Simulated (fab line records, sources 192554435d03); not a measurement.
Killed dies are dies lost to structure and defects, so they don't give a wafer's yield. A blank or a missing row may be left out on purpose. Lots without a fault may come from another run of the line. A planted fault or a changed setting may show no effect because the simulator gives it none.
Split-lot experiment | flow n5_finfet | 7 lots, 39 wafers read, on a route of 1938 steps

THE SPLIT
At N5_DUMMY_GATE_ETCH_37 (etches SOC in N2/H2, target depth 60 nm, overetch 30 nm), the setting source_w was moved away from the recipe's 840 W on 15 of the 39 wafers read, by -18.8% to +18.5%. The other wafers ran this setting at the recipe's value.

The reading is taken at the split's own step.

THE READING
rf_vpp_V, in V, at N5_DUMMY_GATE_ETCH_37 (etches SOC in N2/H2, target depth 60 nm, overetch 30 nm). Fault-free wafers of this fab line usually give 524.3 V, standard deviation 2 V.

wafer  | tool, chamber at the split | source_w as run, W | against the recipe | rf_vpp_V, V | against lot-mates on the recipe
L074.1 | rie_diel-04, 3             | 840                | recipe             | 525.2       | -
L074.2 | rie_diel-04, 1             | 840                | recipe             | 526.3       | -
L074.3 | rie_diel-04, 0             | 840                | recipe             | 526.6       | -
L074.4 | rie_diel-04, 2             | 840                | recipe             | 521.7       | -
L074.5 | rie_diel-04, 3             | 840                | recipe             | 525.3       | -
L074.6 | rie_diel-04, 2             | 840                | recipe             | 523.4       | -
L075.1 | rie_diel-04, 1             | 840                | recipe             | 525.6       | -
L075.3 | rie_diel-04, 0             | 840                | recipe             | 526.7       | -
L075.5 | rie_diel-04, 3             | 840                | recipe             | 525.4       | -
L079.1 | rie_diel-05, 1             | 840                | recipe             | 522.2       | -
L079.2 | rie_diel-05, 3             | 840                | recipe             | 521.6       | -
L079.3 | rie_diel-05, 2             | 995.4              | +18.5%             | 494.6       | -28.1
L079.4 | rie_diel-05, 1             | 995.4              | +18.5%             | 495.1       | -27.6
L079.5 | rie_diel-05, 2             | 995.4              | +18.5%             | 494.5       | -28.2
L079.6 | rie_diel-05, 3             | 840                | recipe             | 524.2       | -
L080.1 | rie_diel-01, 3             | 890.9              | +6.1%              | 512.1       | -11.7
L080.2 | rie_diel-01, 2             | 840                | recipe             | 523.1       | -
L080.3 | rie_diel-01, 1             | 840                | recipe             | 524.8       | -
L080.4 | rie_diel-01, 3             | 890.9              | +6.1%              | 511.4       | -12.4
L080.5 | rie_diel-01, 2             | 840                | recipe             | 523.5       | -
L080.6 | rie_diel-01, 1             | 890.9              | +6.1%              | 514.1       | -9.7
L081.1 | rie_diel-01, 1             | 840                | recipe             | 523.7       | -
L081.2 | rie_diel-01, 2             | 840                | recipe             | 524.6       | -
L081.3 | rie_diel-01, 0             | 840                | recipe             | 525.1       | -
L081.4 | rie_diel-01, 3             | 682.5              | -18.8%             | 559.6       | +35.1
L081.5 | rie_diel-01, 0             | 682.5              | -18.8%             | 561.4       | +36.9
L081.6 | rie_diel-01, 1             | 682.5              | -18.8%             | 561.6       | +37.1
L086.1 | rie_diel-05, 0             | 951.7              | +13.3%             | 506.3       | -19.0
L086.2 | rie_diel-05, 3             | 840                | recipe             | 523.3       | -
L086.3 | rie_diel-05, 2             | 951.7              | +13.3%             | 502.4       | -22.9
L086.4 | rie_diel-05, 1             | 951.7              | +13.3%             | 504.1       | -21.2
L086.5 | rie_diel-05, 3             | 840                | recipe             | 523.3       | -
L086.6 | rie_diel-05, 0             | 840                | recipe             | 529.2       | -
L089.1 | rie_diel-01, 1             | 906.6              | +7.9%              | 511.8       | -12.1
L089.2 | rie_diel-01, 3             | 906.6              | +7.9%              | 508.6       | -15.3
L089.3 | rie_diel-01, 2             | 840                | recipe             | 523.3       | -
L089.4 | rie_diel-01, 0             | 840                | recipe             | 524.3       | -
L089.5 | rie_diel-01, 1             | 840                | recipe             | 524.0       | -
L089.6 | rie_diel-01, 0             | 906.6              | +7.9%              | 511.4       | -12.5

THE FIT
A straight line over all 39 wafers: rf_vpp_V changes by -1.75 V for each +1% of source_w; r = -0.99; the points scatter about the line by 2.1 V.
The same after taking each lot's own level away (the mean of its wafers on the recipe; 39 wafers): -1.72 V for each +1%; r = -0.99; scatter 2.1 V.
On that fit, the largest move of source_w shifts the reading by 32 V.
The lots' own levels span 522.67 to 525.90 V, that is 1.6 times the standard deviation above.
So the lot-to-lot level changes the slope little: the two slopes agree.
Check: with one of the wafers moved furthest among these (-18.8%) left out of the fit, the line predicts +32.6 V for it against its lot-mates. It came out at +35.1 V against them.
Tool readings at the split's step, against how far the setting was moved: rf_vpp_V r = -0.99.

OTHER SPLITS ON THESE WAFERS
These wafers also went through other splits before the reading. Each is held against what the fit with the lots' levels taken away leaves over:
other split on the same wafers | wafers away from the commonest value | r with rf_vpp_V (lot level and that fit taken away)
N5_FIN_SAQP_HM_DEP_72 time_s   | 15                                   | +0.08
N5_FIN_SAQP_FIN_ETCH_36 icp_w  | 18                                   | +0.02

THE FILE'S OWN FIT
rf_vpp_V changes by -1.7 V for each +1% of source_w, r = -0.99.
